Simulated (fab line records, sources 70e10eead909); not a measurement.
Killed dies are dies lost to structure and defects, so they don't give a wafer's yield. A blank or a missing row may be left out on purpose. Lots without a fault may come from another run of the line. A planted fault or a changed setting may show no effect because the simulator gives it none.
Problem report in the 8D (eight disciplines) form, filled by code | flow nand_harc | the parts of the form that need people (team, actions taken, sign-off) are left out

1. THE PROBLEM
developer_temp_C at NHARC_P_CONTACT_DEVELOP_11 reads a mean of 23.93 C on 6 wafers of 2 lots; wafers without a fault read 22.98 C with a standard deviation of 0.13. That is +7.3 standard deviations from the usual mean.
The step: develop time 35 s.
First seen on wafer L380.1, day 9 20:00, on litho_track-04. The record holds 39 wafers of 13 lots with a number at this step. Rule for "out", or "out of limits": more than 4 standard deviations from the usual mean. The other wafers with a number count as sound.

2. WHAT IT IS AND WHAT IT IS NOT
question                    | is                     | is not
which readings at this step | developer_temp_C       | chill_plate_temp_C
which lots                  | L380, L381             | L371, L372, L374, L387, L388, L389, L390, L391, L392, L393, L394
which wafers of those lots  | all that have a number | -
read on which tools         | litho_track-04         | litho_track-01, litho_track-06
when                        | from day 9 20:00       | up to then (9 sound wafers); but 24 sound wafers of L387, L388, L389, L390, L391, L392, L393, L394 came after

3. SUSPECTS, AND WHAT RULES EACH OUT
Counting: a tool at a process step up to the reading stays a suspect if it ran every lot that is out and no sound lot after the first of them.
- litho_track-04 at NHARC_P_CONTACT_DEVELOP_11 (develop time 35 s): ruled out as a lasting fault. Sound lots L392, L394 ran on it after its first lot that is out, L380 (day 9 20:00).
Left after counting: nothing in the record.

4. THE CAUSE (what the simulator had put in)
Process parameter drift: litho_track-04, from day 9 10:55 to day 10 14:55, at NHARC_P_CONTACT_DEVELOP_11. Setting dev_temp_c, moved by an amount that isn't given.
Counting ruled it out, wrongly.

5. THE CHAIN OF EFFECTS, in route order
Each row: a reading whose mean over the struck wafers that have a number lies more than 3 standard deviations from the usual. Only readings for which the record gives a usual standard deviation are gone through. hours: the time from each lot's start at the first step in this table that gives one to its start at this step, as a median over the lots. sigmas: the change in usual standard deviations.
hours | step                       | reading          | usual   | on struck wafers | change | sigmas
0     | NHARC_P_CONTACT_DEVELOP_11 | developer_temp_C | 22.98 C | 23.93            | +0.95  | +7.3
The process steps in it:
- NHARC_P_CONTACT_DEVELOP_11: develop time 35 s.
Later measuring or inspecting steps at which every struck wafer that the step has a row for has a number for every such reading, and none has moved that far: NHARC_P_CONTACT_INSPECT_14.

6. WHAT WOULD HAVE CAUGHT IT SOONER
In this record the first reading out of limits was taken at day 9 20:00, 9 hours after the fault began at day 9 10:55.
